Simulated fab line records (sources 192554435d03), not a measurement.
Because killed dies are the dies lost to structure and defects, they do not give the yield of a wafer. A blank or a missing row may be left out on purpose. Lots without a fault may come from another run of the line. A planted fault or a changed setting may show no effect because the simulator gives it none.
The tool behind it: which one?    flow n5-finfet    25 wafers from 9 lots sampled at 6 of the route's 1938 steps

== WHAT THE GAUGES SHOWED, per wafer ==
N5_MOL_CONTACT_COAG_THK_MEAS_53.
lot   measured      on             VIA_MOL_THK (nm)
L482  day 5 20:55   film-metro-02  42.7 43.0
L483  day 5 21:10   film-metro-01  42.9 42.6 43.8
L486  day 6 17:13   film-metro-01  43.6 44.1 44.7
L490  day 7 20:01   film-metro-01  43.6 44.0 43.7
L494  day 9 00:31   film-metro-02  44.4 53.5 44.8
L495  day 9 02:08   film-metro-02  44.4 44.9 54.1
L496  day 9 11:53   film-metro-02  42.9 43.8
L498  day 9 22:13   film-metro-01  43.3 42.8 43.7
L502  day 10 16:28  film-metro-01  42.4 43.6 44.4

N5_BEOL_M4_RC_MEAS_101.
lot   measured      on         DIBL_N (mV/V)   DIBL_P (mV/V)   IOFF_N (nA/um)  IOFF_P (nA/um)  ION_N (uA/um)  ION_P (uA/um)  SS_N (mV/dec)   SS_P (mV/dec)   VT_N (mV)    VT_P (mV)
L482  day 9 10:32   prober-01  38.5 39.2       37.1 37.9       0.18 0.21       0.22 0.24       671 679        458 458        72.7 71.8       73.8 73.9       247 248      -250 -246
L483  day 9 15:58   prober-01  37.4 36.3 33.0  36.8 36.0 32.4  0.14 0.13 0.09  0.21 0.20 0.15  676 670 649    465 468 456    71.4 71.3 70.2  73.0 72.5 72.0  254 252 257  -247 -250 -251
L486  day 10 19:05  prober-01  35.2 32.3 35.6  34.8 32.9 36.0  0.14 0.11 0.14  0.18 0.16 0.19  665 655 667    455 454 461    71.1 70.3 71.0  72.2 71.8 72.8  253 254 251  -255 -252 -254
L490  day 12 00:44  prober-02  34.0 36.6 33.7  32.1 35.7 32.3  0.13 0.18 0.12  0.18 0.24 0.18  666 673 665    458 470 460    71.1 72.5 70.4  72.2 73.2 72.5  253 246 253  -250 -246 -248
L494  day 13 14:25  prober-02  35.7 36.6 34.8  36.3 37.7 36.3  0.16 0.17 0.15  0.20 0.22 0.20  673 665 669    466 464 458    71.7 72.0 71.0  73.6 73.7 73.3  251 251 250  -253 -252 -253
L495  day 13 11:36  prober-02  35.1 35.3 35.8  36.3 35.5 37.0  0.15 0.15 0.16  0.22 0.19 0.23  664 677 677    461 457 463    71.1 70.9 71.8  73.1 73.1 73.0  248 251 250  -250 -252 -248
L496  day 13 15:56  prober-02  34.0 34.9       34.4 34.8       0.13 0.14       0.17 0.18       664 663        454 455        71.3 72.2       72.1 72.4       252 252      -252 -253
L498  day 13 16:46  prober-01  40.9 38.3 38.9  41.1 37.2 38.2  0.26 0.18 0.20  0.30 0.23 0.24  700 689 691    476 466 462    72.6 71.8 71.8  75.2 73.6 74.7  243 249 249  -247 -251 -249
L502  day 15 02:20  prober-02  37.0 37.4 35.2  38.6 39.4 37.4  0.19 0.20 0.17  0.23 0.23 0.21  689 696 681    460 470 468    71.7 72.3 71.6  74.1 73.4 73.8  247 247 250  -250 -251 -251

== TOOL THAT RAN EACH LOT (tool first, then ch and the chambers of the sampled wafers, then the start) ==
lot   N5_MOL_CONTACT_COAG_PECVD_31     N5_MOL_CONTACT_COAG_ETCHBACK_134    N5_MOL_CONTACT_COAG_ETCH_67         N5_MOL_CONTACT_COAG_ETCHBACK_136
L482  pecvd-04 ch 0,1, day 5 17:31     rie-diel-04 ch 0,2, day 5 19:40     rie-diel-04 ch 0,2, day 5 19:41     rie-diel-04 ch 0,2, day 5 19:47
L483  pecvd-02 ch 1,2, day 5 17:37     rie-diel-03 ch 0,1,3, day 5 19:55   rie-diel-03 ch 0,1,3, day 5 19:57   rie-diel-03 ch 0,1,3, day 5 20:02
L486  pecvd-02 ch 0,1,2, day 6 13:51   rie-diel-03 ch 0,1,3, day 6 15:58   rie-diel-03 ch 0,1,3, day 6 15:59   rie-diel-03 ch 0,1,3, day 6 16:05
L490  pecvd-04 ch 0,1,2, day 7 16:25   rie-diel-04 ch 0,2,3, day 7 18:45   rie-diel-04 ch 0,2,3, day 7 18:47   rie-diel-04 ch 0,2,3, day 7 18:53
L494  pecvd-02 ch 0,1, day 8 20:52     rie-diel-04 ch 0,3, day 8 23:13     rie-diel-04 ch 0,3, day 8 23:15     rie-diel-04 ch 0,3, day 8 23:20
L495  pecvd-02 ch 0,1, day 8 22:32     rie-diel-06 ch 0,3, day 9 00:52     rie-diel-06 ch 0,3, day 9 00:54     rie-diel-06 ch 0,3, day 9 00:59
L496  pecvd-04 ch 1, day 9 07:55       rie-diel-04 ch 1,2, day 9 10:24     rie-diel-04 ch 1,2, day 9 10:26     rie-diel-04 ch 1,2, day 9 10:31
L498  pecvd-03 ch 1,2, day 9 18:34     rie-diel-03 ch 0,1,3, day 9 20:55   rie-diel-03 ch 0,1,3, day 9 20:58   rie-diel-03 ch 0,1,3, day 9 21:03
L502  pecvd-03 ch 0,1,2, day 10 12:32  rie-diel-06 ch 0,2,3, day 10 15:13  rie-diel-06 ch 0,2,3, day 10 15:15  rie-diel-06 ch 0,2,3, day 10 15:20
- N5_MOL_CONTACT_COAG_PECVD_31: deposits SiO2 from TEOS/O2, target thk 46 nm, time 8.9 s.
- N5_MOL_CONTACT_COAG_ETCHBACK_134: etches SiO2 in CHF3, target depth 10 nm, time 6.7 s.
- N5_MOL_CONTACT_COAG_ETCH_67: etches SOC in N2/H2, target depth 60 nm, overetch 21 nm, time 101.2 s.
- N5_MOL_CONTACT_COAG_ETCHBACK_136: etches SiO2 in CHF3, target depth 25 nm, time 16.7 s.

== WHAT THE TOOLS THEMSELVES READ (means of the sampled wafers that have a number; where no wafer has one, the mark that the record gives instead) ==
N5_MOL_CONTACT_COAG_PECVD_31.
lot   tool      chamber-pressure-Torr (Torr)
L482  pecvd-04  6.475
L483  pecvd-02  6.492
L486  pecvd-02  6.512
L490  pecvd-04  6.510
L494  pecvd-02  6.516
L495  pecvd-02  6.480
L496  pecvd-04  6.497
L498  pecvd-03  6.509
L502  pecvd-03  6.502

N5_MOL_CONTACT_COAG_ETCHBACK_134.
lot   tool         drypump-motor-current-A (A)  oes-product-au (a.u.)  rf-vpp-V (V)  showerhead-plenum-p-Torr (Torr)  throttle-valve-pct (%)
L482  rie-diel-04  5.8                          0.76                   518           2.35                             18.98
L483  rie-diel-03  5.7                          0.83                   527           2.41                             18.57
L486  rie-diel-03  5.7                          0.82                   526           2.41                             18.58
L490  rie-diel-04  5.8                          0.73                   516           2.36                             18.89
L494  rie-diel-04  5.5                          0.74                   513           2.36                             18.74
L495  rie-diel-06  5.1                          0.91                   531           2.50                             18.80
L496  rie-diel-04  6.2                          0.70                   520           2.31                             18.80
L498  rie-diel-03  5.7                          0.79                   526           2.40                             18.63
L502  rie-diel-06  5.2                          0.92                   527           2.46                             18.68

N5_MOL_CONTACT_COAG_ETCH_67.
lot   tool         drypump-motor-current-A (A)  oes-product-au (a.u.)  rf-vpp-V (V)  showerhead-plenum-p-Torr (Torr)  throttle-valve-pct (%)
L482  rie-diel-04  5.9                          0.64                   522.5         2.49                             18.02
L483  rie-diel-03  5.7                          0.69                   525.1         2.56                             17.55
L486  rie-diel-03  5.7                          0.69                   524.5         2.56                             17.56
L490  rie-diel-04  5.9                          0.62                   522.4         2.50                             17.88
L494  rie-diel-04  5.5                          0.62                   522.9         2.50                             17.67
L495  rie-diel-06  5.1                          0.77                   527.1         2.66                             17.75
L496  rie-diel-04  6.2                          0.60                   521.5         2.46                             17.87
L498  rie-diel-03  5.7                          0.66                   524.3         2.55                             17.61
L502  rie-diel-06  5.2                          0.77                   526.1         2.62                             17.69

N5_MOL_CONTACT_COAG_ETCHBACK_136.
lot   tool         drypump-motor-current-A (A)  oes-product-au (a.u.)  rf-vpp-V (V)  showerhead-plenum-p-Torr (Torr)  throttle-valve-pct (%)
L482  rie-diel-04  5.9                          0.76                   519           2.35                             19.00
L483  rie-diel-03  5.7                          0.82                   525           2.41                             18.57
L486  rie-diel-03  5.7                          0.82                   527           2.41                             18.58
L490  rie-diel-04  5.8                          0.74                   517           2.36                             18.89
L494  rie-diel-04  5.5                          0.74                   513           2.36                             18.74
L495  rie-diel-06  5.0                          0.92                   530           2.50                             18.81
L496  rie-diel-04  6.2                          0.71                   521           2.31                             18.80
L498  rie-diel-03  5.7                          0.79                   525           2.40                             18.62
L502  rie-diel-06  5.2                          0.92                   528           2.46                             18.67

== THE ANSWER, worked out from the rows above alone ==
Rule: the lots themselves supply what counts as usual. The widest of any qualifying gaps counts: lots, ordered by their means at a reading, are off when they make up no more than a third of the lots, leave a main group of 4 or more, and stand apart from it by 3 or more times the standard deviation of that group's means. A main group whose means are all the same, to the digits that the tables above print for the reading, isn't used. A lot without any number at a reading at which 4 lots or more have one is off too. All remaining lots with rows at the step are treated as sound. Order of review: gauges by route order, followed by the tools' own readings, for which a lot's mean as printed above is used. At the first step where some lot is off, the reading lying furthest off is the one used; lots without a number count as furthest.
Off: at N5_MOL_CONTACT_COAG_THK_MEAS_53 (VIA_MOL_THK), L494, L495. For the main group the mean is 43.4 nm and the standard deviation 0.39.
A tool fits if, at a process step before that reading, it ran every lot that is off, and no sound lot after the first of them. The gauges at N5_MOL_CONTACT_COAG_THK_MEAS_53 are tried like those tools. One fits: pecvd-02 at N5_MOL_CONTACT_COAG_PECVD_31. A fault onset in the window from L486 (day 6 13:51, its last sound lot) to L494 (day 8 20:52, its first lot off) fits.

== WHAT THE SIMULATOR PUT IN ==
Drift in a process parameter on pecvd-02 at N5_MOL_CONTACT_COAG_PECVD_31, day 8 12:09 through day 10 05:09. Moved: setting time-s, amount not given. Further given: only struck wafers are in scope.
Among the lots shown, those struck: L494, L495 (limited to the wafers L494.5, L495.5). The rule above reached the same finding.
